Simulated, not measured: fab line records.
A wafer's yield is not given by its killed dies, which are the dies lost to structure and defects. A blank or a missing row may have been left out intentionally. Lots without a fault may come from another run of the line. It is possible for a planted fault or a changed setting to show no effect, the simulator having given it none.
Which tool did it? | flow n5 finfet | 13 lots with 33 wafers sampled at 4 steps, on a route of 1938 steps

## WHAT THE GAUGES READ, wafer by wafer
N5_BEOL_M8_INSPECT_58: inspects for defects (darkfield).
lot  | measured     | on                | raw defect count
L785 | day 10 11:25 | defect inspect-01 | 50 57 58
L787 | day 11 00:38 | defect inspect-02 | 55 60 77
L789 | day 11 05:55 | defect inspect-02 | 86 91
L793 | day 12 04:36 | defect inspect-02 | 75 45 88
L792 | day 12 04:52 | defect inspect-02 | 59 40 59
L794 | day 12 13:13 | defect inspect-02 | 99 92
L795 | day 12 19:25 | defect inspect-01 | 65 74
L796 | day 13 02:23 | defect inspect-01 | 81 64 52
L798 | day 13 10:31 | defect inspect-02 | 55 54 56
L799 | day 14 20:34 | defect inspect-02 | 58 50
L802 | day 15 04:19 | defect inspect-02 | 69 79
L804 | day 15 14:48 | defect inspect-02 | 57 54 77
L805 | day 15 14:57 | defect inspect-02 | 44 75

N5_BEOL_M9_THK_MEAS_01.
lot  | measured     | on            | M9_ILD_THK (nm)
L785 | day 10 12:02 | film metro-02 | 268 275 271
L787 | day 11 01:16 | film metro-01 | 264 268 263
L789 | day 11 06:32 | film metro-02 | 271 272
L793 | day 12 05:57 | film metro-02 | 267 261 263
L792 | day 12 06:13 | film metro-02 | 268 262 268
L794 | day 12 14:19 | film metro-01 | 269 274
L795 | day 12 20:03 | film metro-02 | 273 273
L796 | day 13 03:02 | film metro-02 | 269 263 271
L798 | day 13 11:09 | film metro-02 | 262 261 270
L799 | day 14 21:39 | film metro-01 | 266 276
L802 | day 15 04:57 | film metro-02 | 264 268
L804 | day 15 15:54 | film metro-01 | 261 269 268
L805 | day 15 15:35 | film metro-01 | 264 270

N5_BEOL_M9_CD_MEAS_18: pitch 140 nm, target cd 70 nm.
lot  | measured     | on        | cd nm (nm)
L785 | day 10 13:29 | cd sem-01 | 68.4 70.3 70.5
L787 | day 11 03:05 | cd sem-03 | 69.5 68.2 69.8
L789 | day 11 09:26 | cd sem-03 | 70.8 68.5
L793 | day 12 07:32 | cd sem-02 | 69.5 69.1 70.4
L792 | day 12 07:41 | cd sem-02 | 69.8 69.0 70.8
L794 | day 12 18:15 | cd sem-03 | 70.2 69.6
L795 | day 12 23:11 | cd sem-03 | 70.4 67.9
L796 | day 13 04:27 | cd sem-02 | 69.6 70.1 69.7
L798 | day 13 14:59 | cd sem-02 | 70.7 71.6 69.1
L799 | day 15 01:00 | cd sem-03 | 69.6 68.9
L802 | day 15 06:43 | cd sem-02 | 69.2 67.9
L804 | day 15 18:57 | cd sem-01 | 70.8 70.3 70.8
L805 | day 15 18:49 | cd sem-02 | 67.7 70.6

## EACH LOT AND THE TOOL THAT RAN IT (in order: tool; ch and the chambers of the sampled wafers; start)
lot  | N5_BEOL_M9_ETCH_61
L785 | rie diel-05 ch 0,2, day 10 12:54
L787 | rie diel-05 ch 0,1,2, day 11 02:31
L789 | rie diel-06 ch 1,3, day 11 08:59
L793 | rie diel-05 ch 0,3, day 12 07:07
L792 | rie diel-04 ch 1,2,3, day 12 07:11
L794 | rie diel-04 ch 2,3, day 12 17:46
L795 | rie diel-05 ch 0,3, day 12 22:47
L796 | rie diel-05 ch 0,1, day 13 04:02
L798 | rie diel-05 ch 1,2, day 13 14:27
L799 | rie diel-05 ch 1,3, day 15 00:21
L802 | rie diel-05 ch 0,1, day 15 06:16
L804 | rie diel-04 ch 1,3, day 15 18:32
L805 | rie diel-05 ch 0,2, day 15 18:21
- N5_BEOL_M9_ETCH_61: etches SiARC in CF4, target depth 39 nm, time 65 s.

## AS READ BY THE TOOLS THEMSELVES (means over the sampled wafers that have a number; for cases with no such wafer, the mark the record gives instead)
N5_BEOL_M9_ETCH_61.
lot  | tool        | drypump motor current A (A) | etch rf on time s (s) | oes product au (a.u.) | rf vpp V (V) | showerhead plenum p Torr (Torr) | throttle valve pct (%)
L785 | rie diel-05 | 5.6                         | 64.7                  | 0.69                  | 184.5        | 2.12                            | 15.55
L787 | rie diel-05 | 5.6                         | 64.5                  | 0.68                  | 183.9        | 2.11                            | 15.60
L789 | rie diel-06 | 5.5                         | 66.9                  | 0.71                  | 184.4        | 2.17                            | 15.36
L793 | rie diel-05 | 5.3                         | 67.4                  | 0.61                  | 182.7        | 2.11                            | 15.82
L792 | rie diel-04 | 5.1                         | 65.9                  | 0.69                  | 183.5        | 2.13                            | 15.59
L794 | rie diel-04 | 5.0                         | 65.2                  | 0.75                  | 183.8        | 2.13                            | 15.41
L795 | rie diel-05 | 5.4                         | 66.9                  | 0.59                  | 183.6        | 2.12                            | 15.84
L796 | rie diel-05 | 5.6                         | 64.9                  | 0.66                  | 183.7        | 2.10                            | 15.67
L798 | rie diel-05 | 5.8                         | 63.9                  | 0.68                  | 184.3        | 2.13                            | 15.56
L799 | rie diel-05 | 5.8                         | 98.8                  | 0.62                  | 183.8        | 2.17                            | 15.48
L802 | rie diel-05 | 5.5                         | 82.5                  | 0.58                  | 182.3        | 2.09                            | 15.73
L804 | rie diel-04 | 5.2                         | 64.3                  | 0.64                  | 183.4        | 2.11                            | 15.80
L805 | rie diel-05 | 5.5                         | 101.0                 | 0.54                  | 183.6        | 2.09                            | 15.68

## THE ANSWER, worked out from the rows above alone
Rule: the usual values come from the lots themselves. Put in order of their means at a reading, lots are off if they are a third of the lots or fewer, leave a main group of 4 or more, and stand apart from it by a gap of 3 or more times the standard deviation of the main group's means; of several such gaps the widest counts. Not used: any main group whose means are identical at the precision the tables above print for the reading. Also off: a lot with no number at a reading for which 4 or more lots have one. Any other lot the step has rows for is counted as sound. After the gauges, taken in route order, come the tools' own readings; for these a lot's mean is taken, as printed above. At the first step where some lot is off, the reading lying furthest off is the one used; lots without a number count as furthest.
Off: L799, L802, L805, at N5_BEOL_M9_ETCH_61 (etch rf on time s). For the main group the mean is 65.5 s and the standard deviation 1.2.
A tool fits if, at that step or a process step before it, it ran every lot that is off, and no sound lot after the first of them. One fits: rie diel-05 at N5_BEOL_M9_ETCH_61. A fault onset in the window from L798 (day 13 14:27, its last sound lot) to L799 (day 15 00:21, its first lot off) fits.
On the lots that are off, the tool's own readings at N5_BEOL_M9_ETCH_61 differ by more than 5 times the standard deviation of the sound lots' means, which bears it out; etch rf on time s reads 94.1 s there versus 65.5 s on the sound lots.

## WHAT HAD BEEN PUT IN BY THE SIMULATOR
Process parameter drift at N5_BEOL_M9_ETCH_61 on rie diel-05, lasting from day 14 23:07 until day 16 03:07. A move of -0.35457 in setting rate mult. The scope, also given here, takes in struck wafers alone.
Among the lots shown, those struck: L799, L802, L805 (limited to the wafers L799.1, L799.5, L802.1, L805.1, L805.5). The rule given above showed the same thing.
